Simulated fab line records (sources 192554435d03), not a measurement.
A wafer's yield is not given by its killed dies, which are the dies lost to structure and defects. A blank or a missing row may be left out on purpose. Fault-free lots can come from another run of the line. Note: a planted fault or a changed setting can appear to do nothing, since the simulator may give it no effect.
Matching of chambers | flow n5-finfet | N5_BEOL_M0_SAQP_ETCH_106 on rie-diel-04 has 4 sister chambers
The step etches SOC in N2/H2, stops on SiNx, target depth 150 nm. 24 wafers are shown with their chamber, then 12 later ones without.

## EACH WAFER AND ITS CHAMBER
wafer  | chamber | drypump-motor-current-A (A) | showerhead-plenum-p-Torr (Torr) | throttle-valve-pct (%)
L074.4 | 1       | 5.2                         | 2.56                            | 17.91
L074.5 | 3       | 5.9                         | 2.70                            | 17.33
L074.6 | 0       | 5.1                         | 2.44                            | 18.03
L076.2 | 0       | 5.1                         | 2.44                            | 18.03
L076.4 | 1       | 5.2                         | 2.56                            | 17.94
L076.6 | 2       | 6.1                         | 2.51                            | 17.95
L075.2 | 1       | 5.2                         | 2.56                            | 17.95
L075.3 | 3       | 5.9                         | 2.70                            | 17.34
L075.4 | 0       | 5.1                         | 2.44                            | 18.02
L079.1 | 3       | 5.9                         | 2.70                            | 17.35
L079.4 | 0       | 5.1                         | 2.43                            | 18.03
L079.6 | 2       | 6.1                         | 2.51                            | 17.99
L083.2 | 2       | 6.1                         | 2.51                            | 17.99
L083.4 | 3       | 5.9                         | 2.69                            | 17.34
L083.5 | 1       | 5.2                         | 2.56                            | 17.96
L082.1 | 3       | 5.9                         | 2.69                            | 17.38
L082.4 | 0       | 5.1                         | 2.43                            | 18.04
L082.6 | 0       | 5.1                         | 2.43                            | 18.05
L085.2 | 0       | 5.2                         | 2.43                            | 18.04
L085.4 | 2       | 6.1                         | 2.50                            | 18.00
L085.6 | 3       | 5.9                         | 2.69                            | 17.37
L087.4 | 2       | 6.1                         | 2.50                            | 18.00
L087.5 | 1       | 5.2                         | 2.55                            | 17.98
L087.6 | 0       | 5.2                         | 2.43                            | 18.07

SIGNATURES (averages over the wafers above)
reading                  | chamber 0 | chamber 1 | chamber 2 | chamber 3 | scatter within a chamber
drypump-motor-current-A  | 5.125     | 5.200     | 6.100     | 5.900     | 0.0274
showerhead-plenum-p-Torr | 2.4337    | 2.5580    | 2.5060    | 2.6950    | 0.00518
throttle-valve-pct       | 18.0388   | 17.9480   | 17.9860   | 17.3517   | 0.02
Rule: for each reading, subtract the chamber's mean from the wafer's reading, divide by that reading's scatter and square the result; add these up over the readings and take the root, which gives the wafer's distance from the chamber. If the next closest chamber is less than 2 further off than the closest, the wafer can't be placed; otherwise it belongs to the closest. How the scatter is found: for the shown wafers, subtract from each reading the mean of its chamber, square and add these, divide the total by (wafers less chambers), then take the root.

## WAFERS WITH NO CHAMBER GIVEN
wafer  | drypump-motor-current-A (A) | showerhead-plenum-p-Torr (Torr) | throttle-valve-pct (%)
L090.2 | 6.2                         | 2.50                            | 18.02
L090.3 | 5.9                         | 2.69                            | 17.38
L090.4 | 5.2                         | 2.43                            | 18.07
L092.1 | 6.1                         | 2.50                            | 18.03
L092.3 | 5.9                         | 2.69                            | 17.38
L092.6 | 5.2                         | 2.55                            | 17.99
L094.1 | 5.9                         | 2.68                            | 17.39
L094.2 | 5.1                         | 2.42                            | 18.08
L094.5 | 5.2                         | 2.42                            | 18.08
L096.1 | 6.1                         | 2.49                            | 18.04
L096.3 | 5.3                         | 2.55                            | 18.01
L096.5 | 6.1                         | 2.49                            | 18.04

## WHICH CHAMBER EACH ONE RAN IN
wafer  | from the rows above | in truth
L090.2 | 2                   | 2
L090.3 | 3                   | 3
L090.4 | 0                   | 0
L092.1 | 2                   | 2
L092.3 | 3                   | 3
L092.6 | 1                   | 1
L094.1 | 3                   | 3
L094.2 | 0                   | 0
L094.5 | 0                   | 0
L096.1 | 2                   | 2
L096.3 | 1                   | 1
L096.5 | 2                   | 2
Correctly placed: 12 of 12. Not placeable from these rows: 0. Wrongly placed: 0.
